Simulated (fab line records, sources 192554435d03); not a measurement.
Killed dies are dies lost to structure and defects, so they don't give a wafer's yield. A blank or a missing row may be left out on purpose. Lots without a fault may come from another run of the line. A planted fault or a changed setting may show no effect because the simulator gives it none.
Chamber matching | flow n5_finfet | N5_BEOL_M1_CO_CAP_55 on cvd_co-01: 3 sister chambers
The step material Co, precursor CCTBA/H2, target thk 2 nm, time 102.1 s. 6 wafers are shown with their chamber, then 12 later ones without.

WAFERS WITH THEIR CHAMBER
wafer  | chamber | heater_power_w (W) | heater_power_outer_w (W)
L090.1 | 2       | 233                | 122
L090.3 | 0       | 226                | 120
L090.5 | 0       | 228                | 122
L092.3 | 1       | 307                | 146
L092.4 | 2       | 230                | 121
L092.6 | 1       | 299                | 150

WAFERS WITHOUT THEIR CHAMBER
wafer  | heater_power_w (W) | heater_power_outer_w (W)
L093.3 | 234                | 121
L093.4 | 232                | 119
L093.6 | 227                | 122
L094.1 | 232                | 123
L094.5 | 221                | 118
L094.6 | 295                | 151
L095.2 | 237                | 122
L095.4 | 231                | 123
L095.6 | 312                | 151
L096.1 | 236                | 125
L096.5 | 307                | 152
L096.6 | 237                | 121

WHICH CHAMBER EACH WENT THROUGH
wafer  | from the rows above     | in truth
L093.3 | can't be placed: 2 or 0 | 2
L093.4 | can't be placed: 2 or 0 | 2
L093.6 | can't be placed: 0 or 2 | 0
L094.1 | can't be placed: 2 or 0 | 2
L094.5 | can't be placed: 0 or 2 | 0
L094.6 | 1                       | 1
L095.2 | can't be placed: 2 or 0 | 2
L095.4 | can't be placed: 2 or 0 | 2
L095.6 | 1                       | 1
L096.1 | can't be placed: 2 or 0 | 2
L096.5 | 1                       | 1
L096.6 | can't be placed: 2 or 0 | 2
Placed correctly: 3 of 12. Can't be placed from these rows: 9 (the true chamber is among the candidates in 9). Placed wrongly: 0.
How it was worked out, from the rows above alone: a wafer's distance from a chamber is the root of the sum, over the readings, of the square of ((its reading less the chamber's mean) divided by the reading's scatter). The wafer belongs to the nearest chamber; if the next one is less than 2 further off, it can't be placed. A chamber's mean is the mean of its shown wafers. The scatter: the root of (the sum of the squares of (reading less its chamber's mean) over the shown wafers, divided by (wafers less chambers)).
